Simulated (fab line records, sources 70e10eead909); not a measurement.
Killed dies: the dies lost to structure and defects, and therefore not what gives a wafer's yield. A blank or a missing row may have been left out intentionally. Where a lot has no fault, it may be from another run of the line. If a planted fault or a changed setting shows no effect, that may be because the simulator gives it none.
A struck lot beside a sound one    flow nandHarc    34 steps out of a route of 1302
Sound: these wafers, L270.1, L270.2, L270.5. Struck: wafers L265.3, L265.5. (L265.2 of the same lot was not struck and is left out.) The cause comes at the end.
Order at every step that has rows: each side's tool, ch and its chambers, its first start. Under that, the readings that differ: sound wafers    struck wafers    difference of the means    sigmas: that difference in standard deviations of wafers without a fault.
alike: readings with means less than 2 such deviations apart, plus words and numbers identical on both sides. not compared: withheld readings, readings lacking a value on some wafer, bounds such as >300 that could conceal the same value, and numbers that have no deviation in the record and whose values overlap.
Wherever a step has rows on one side only, a row that says differs or no value, or a row with sigmas, the two part there. Numbers that have no deviation but don't overlap get no sigmas and don't part them. A reading missing from all wafers of one side parts the sides only when that side holds two or more wafers.

first, 10 steps without rows for these wafers: NHARC_A_M1_DESCUM_14 (chemistry O2, time 3 s); NHARC_A_M1_ETCH_35 (etches the open film in N2/H2, target depth 40 nm, overetch 12 nm, time 43.94 s); NHARC_A_M1_ETCH_15 (etches the open film in C4F8/Ar, target depth 182.5 nm, time 91.2 s); NHARC_A_M1_STRIP_18 (strips in N2/H2); NHARC_A_M1_ETCH_28 (etches the open film in CF4/N2, target depth 30 nm, time 72.99 s); NHARC_A_M1_STRIP_19 (strips in post etch residue remover, time 600 s); NHARC_A_M1_DEGAS_29 (time 60 s); NHARC_A_M1_PRE_CLEAN_30 (time 30 s); NHARC_A_M1_PVD_20 (deposits TaN, target thk 5 nm, time 8.06 s); NHARC_A_M1_PVD_21 (deposits Cu, target thk 30 nm, time 20.49 s).
NHARC_A_M1_ECD_22: material Cu, target thk 400 nm.
  sound on ecdCu-01 ch 0,1, day 28 11:48; struck on ecdCu-02 ch 1, day 26 17:14
  alike: bathTempC
then, 22 steps without rows for these wafers: NHARC_A_M1_ANNEAL_31 (time 90 s); NHARC_A_M1_CMP_23 (polishes, t overpolish 20 s, target thk 154.34 nm); NHARC_A_M1_SRD_25; NHARC_A_M1_PRE_CLEAN_32 (time 12 s); NHARC_A_M1_DEP_33 (deposits SiCN, target thk 30 nm); NHARC_A_BONDPAD_DEP_00 (deposits SiCN, target thk 250 nm); NHARC_A_BONDPAD_CMP_29 (polishes SiCN, target thk 200 nm); NHARC_A_BONDPAD_SRD_31; NHARC_A_BONDPAD_DEHYDRATE_01 (time 120 s); NHARC_A_BONDPAD_HMDS_02 (time 30 s); NHARC_A_BONDPAD_COAT_33 (time 65 s); NHARC_A_BONDPAD_COAT_03 (resist thk 600 nm); NHARC_A_BONDPAD_SOFTBAKE_04 (time 70 s); NHARC_A_BONDPAD_EBR_05; NHARC_A_BONDPAD_EXPOSE_06 (exposes mask A BPAD); NHARC_A_BONDPAD_PEB_07 (peb time 80 s); NHARC_A_BONDPAD_DEVELOP_08 (time 50 s); NHARC_A_BONDPAD_HARDBAKE_10 (time 65 s); NHARC_A_BONDPAD_DESCUM_11 (chemistry O2, time 3 s); NHARC_A_BONDPAD_ETCH_34 (etches the open film in N2/H2, target depth 60 nm, overetch 18 nm, time 65.91 s); NHARC_A_BONDPAD_ETCH_12 (etches the open film in CHF3/O2, target depth 220 nm, time 110 s); NHARC_A_BONDPAD_STRIP_15 (strips in O2).
NHARC_END_SORT_01:
  sound on prober-02 ch 0, day 30 00:11; struck on prober-02 ch 0, day 28 08:25
reading                 sound           struck     difference  sigmas
defectLimitedYield (%)  96.2 94.5 96.6  60.6 59.4  -35.8       -15
killedAtArray           21 30 20        259 269    +240        +14
killedDies              26 37 23        267 275    +242        +15
sort_bin_2_pct (%)      1.2 1.5 1.2     13.1 12.4  +11.4       +10
sort_bin_3_pct (%)      0.1 0.6 0       2.5 3.5    +2.8        +8
sort_bin_4_pct (%)      2.5 3.4 2.2     23.8 24.7  +21.6       +17
sortNPass               651 640 654     410 402    -242        -15
sortRimYieldPct (%)     92 94 92        72 54      -30         -7
sortYieldPct (%)        96.2 94.5 96.6  60.6 59.4  -35.8       -15
  alike: killedAtOther, killedAtPeriphery, killedOpen, killedShort

## WHERE THEY PART
At NHARC_END_SORT_01 and nowhere else, as far as this record goes.

WHY: what the simulator had put in
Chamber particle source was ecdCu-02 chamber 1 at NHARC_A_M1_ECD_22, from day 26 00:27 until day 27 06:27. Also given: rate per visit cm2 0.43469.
